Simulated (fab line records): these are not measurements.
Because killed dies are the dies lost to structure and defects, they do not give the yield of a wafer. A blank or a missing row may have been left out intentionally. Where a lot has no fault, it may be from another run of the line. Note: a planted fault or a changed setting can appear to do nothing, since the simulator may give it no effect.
Which of the tools did it?    flow nand-harc    12 lots with 36 wafers sampled at 2 steps, on a route of 1302 steps

## WHAT THE GAUGES SHOWED, per wafer
NHARC_A_M0_OVL_MEAS_10: pitch 160 nm.
lot   measured      on          overlay-x-nm (nm)
L074  day 23 10:27  overlay-01  0.4 0.5 1.1
L077  day 23 22:10  overlay-01  -1.2 -1.0 -1.9
L079  day 24 09:27  overlay-02  0.4 0.5 0.5
L081  day 25 18:47  overlay-02  0.5 1.1 0.5
L083  day 26 04:21  overlay-02  0.1 -0.4 -0.2
L086  day 28 01:26  overlay-02  -1.1 -1.0 -0.9
L087  day 28 05:18  overlay-02  -1.6 -1.7 -1.7
L088  day 28 18:42  overlay-02  -1.6 -2.0 -1.5
L090  day 29 12:44  overlay-02  -1.7 -1.4 -1.2
L093  day 31 08:49  overlay-01  0.6 -0.1 -0.3
L097  day 31 13:31  overlay-02  0.6 0.8 1.1
L096  day 32 07:31  overlay-02  -0.6 -0.4 -0.1

## EACH LOT AND THE TOOL THAT RAN IT (in order: tool; ch and the chambers of the sampled wafers; start)
lot   NHARC_A_BLC_PVD_32
L074  pvd-sputter-03, day 23 10:27 or earlier
L077  pvd-sputter-01, day 23 22:10 or earlier
L079  pvd-sputter-01, day 24 09:27 or earlier
L081  pvd-sputter-01, day 25 18:47 or earlier
L083  pvd-sputter-02, day 26 04:21 or earlier
L086  pvd-sputter-03, day 28 01:26 or earlier
L087  pvd-sputter-02, day 28 05:18 or earlier
L088  pvd-sputter-01, day 28 18:42 or earlier
L090  pvd-sputter-03, day 29 12:44 or earlier
L093  pvd-sputter-03, day 31 08:49 or earlier
L097  pvd-sputter-03, day 31 13:31 or earlier
L096  pvd-sputter-03, day 32 07:31 or earlier
- NHARC_A_BLC_PVD_32: deposits Ti, target thk 5 nm, time 17.7 s.

## THE ANSWER, worked out from the rows above alone
Rule: usual is defined by the lots themselves. The widest of any qualifying gaps counts: lots, ordered by their means at a reading, are off when they make up no more than a third of the lots, leave a main group of 4 or more, and stand apart from it by 3 or more times the standard deviation of that group's means. A main group is skipped when, at the precision printed for the reading in the tables above, its means are all equal. A lot without any number at a reading at which 4 lots or more have one is off too. The other lots that the step has rows for count as sound.
None of the lots is off at any reading shown; this tells nothing.

## WHAT THE SIMULATOR HAD INSERTED
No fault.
